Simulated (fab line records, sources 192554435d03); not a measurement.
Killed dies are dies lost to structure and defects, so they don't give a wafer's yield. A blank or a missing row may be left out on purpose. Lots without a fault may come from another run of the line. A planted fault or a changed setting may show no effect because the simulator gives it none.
Split-lot experiment | flow n5_finfet | 7 lots, 39 wafers read, on a route of 1938 steps

THE SPLIT
At N5_FIN_SAQP_ETCH_65 (etches SiO2 in CF4, target depth 4 nm, time 4.4 s), the setting time_s was moved away from the recipe's 4.4 s on 12 of the 39 wafers read, by -20.6% to -7.8%. The other wafers ran this setting at the recipe's value.

The reading is taken at the split's own step.

THE READING
etch.depth_nm (the simulator's own value, which no gauge read), in nm, at N5_FIN_SAQP_ETCH_65 (etches SiO2 in CF4, target depth 4 nm, time 4.4 s). The file gives no usual value for it. The 27 wafers here that ran the recipe average 4.004 nm, standard deviation 0.044 nm.

wafer  | tool, chamber at the split | time_s as run, s | against the recipe | etch.depth_nm, nm | against lot-mates on the recipe
L076.1 | rie_si-06, 2               | 4.4              | recipe             | 4.072             | -
L076.2 | rie_si-06, 3               | 3.992            | -9.3%              | 3.616             | -0.400
L076.3 | rie_si-06, 0               | 4.4              | recipe             | 3.994             | -
L076.4 | rie_si-06, 1               | 4.4              | recipe             | 3.983             | -
L076.5 | rie_si-06, 3               | 3.992            | -9.3%              | 3.599             | -0.417
L076.6 | rie_si-06, 0               | 3.992            | -9.3%              | 3.604             | -0.412
L082.3 | rie_si-06, 3               | 4.4              | recipe             | 3.971             | -
L082.4 | rie_si-06, 0               | 4.4              | recipe             | 3.984             | -
L082.5 | rie_si-06, 3               | 4.4              | recipe             | 3.955             | -
L083.1 | rie_si-06, 1               | 4.4              | recipe             | 3.981             | -
L083.2 | rie_si-06, 2               | 4.4              | recipe             | 4.058             | -
L083.3 | rie_si-06, 0               | 4.4              | recipe             | 3.949             | -
L083.4 | rie_si-06, 3               | 4.4              | recipe             | 3.964             | -
L083.5 | rie_si-06, 1               | 4.4              | recipe             | 3.971             | -
L083.6 | rie_si-06, 0               | 4.4              | recipe             | 3.956             | -
L087.1 | rie_si-05, 2               | 4.4              | recipe             | 4.081             | -
L087.2 | rie_si-05, 3               | 4.4              | recipe             | 3.973             | -
L087.3 | rie_si-05, 0               | 4.4              | recipe             | 4.023             | -
L087.4 | rie_si-05, 1               | 4.4              | recipe             | 4.039             | -
L087.5 | rie_si-05, 1               | 4.4              | recipe             | 4.021             | -
L087.6 | rie_si-05, 2               | 4.4              | recipe             | 4.073             | -
L089.1 | rie_si-04, 3               | 4.4              | recipe             | 4.065             | -
L089.2 | rie_si-04, 2               | 3.554            | -19.2%             | 3.299             | -0.721
L089.3 | rie_si-04, 1               | 4.4              | recipe             | 4.008             | -
L089.4 | rie_si-04, 0               | 3.554            | -19.2%             | 3.183             | -0.837
L089.5 | rie_si-04, 2               | 3.554            | -19.2%             | 3.292             | -0.728
L089.6 | rie_si-04, 1               | 4.4              | recipe             | 3.986             | -
L090.1 | rie_si-04, 3               | 4.4              | recipe             | 4.093             | -
L090.2 | rie_si-04, 1               | 4.058            | -7.8%              | 3.708             | -0.290
L090.3 | rie_si-04, 2               | 4.058            | -7.8%              | 3.755             | -0.243
L090.4 | rie_si-04, 0               | 4.4              | recipe             | 3.964             | -
L090.5 | rie_si-04, 1               | 4.058            | -7.8%              | 3.689             | -0.309
L090.6 | rie_si-04, 0               | 4.4              | recipe             | 3.938             | -
L096.1 | rie_si-05, 1               | 3.494            | -20.6%             | 3.179             | -0.821
L096.2 | rie_si-05, 3               | 3.494            | -20.6%             | 3.174             | -0.826
L096.3 | rie_si-05, 0               | 4.4              | recipe             | 4.022             | -
L096.4 | rie_si-05, 1               | 4.4              | recipe             | 4.002             | -
L096.5 | rie_si-05, 0               | 3.494            | -20.6%             | 3.189             | -0.811
L096.6 | rie_si-05, 3               | 4.4              | recipe             | 3.975             | -

THE FIT
A straight line over all 39 wafers: etch.depth_nm changes by +0.0396 nm for each +1% of time_s; r = +0.99; the points scatter about the line by 0.043 nm.
The same after taking each lot's own level away (the mean of its wafers on the recipe; 39 wafers): +0.0399 nm for each +1%; r = +0.99; scatter 0.039 nm.
On that fit, the largest move of time_s shifts the reading by 0.82 nm.
The lots' own levels span 3.9700 to 4.0350 nm, that is 1.5 times the standard deviation above.
So the lot-to-lot level changes the slope little: the two slopes agree.
Check: with one of the wafers moved furthest among these (-20.6%) left out of the fit, the line predicts -0.821 nm for it against its lot-mates. It came out at -0.821 nm against them.

OTHER SPLITS ON THESE WAFERS
These wafers also went through other splits before the reading. Each is held against what the fit with the lots' levels taken away leaves over:
other split on the same wafers    | wafers away from the commonest value | r with etch.depth_nm (lot level and that fit taken away)
N5_WELL_APT_IMPLANT_32 energy_kev | 9                                    | +0.18

THE FILE'S OWN FIT
etch.depth_nm changes by +0.0399 nm for each +1% of time_s, r = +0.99.
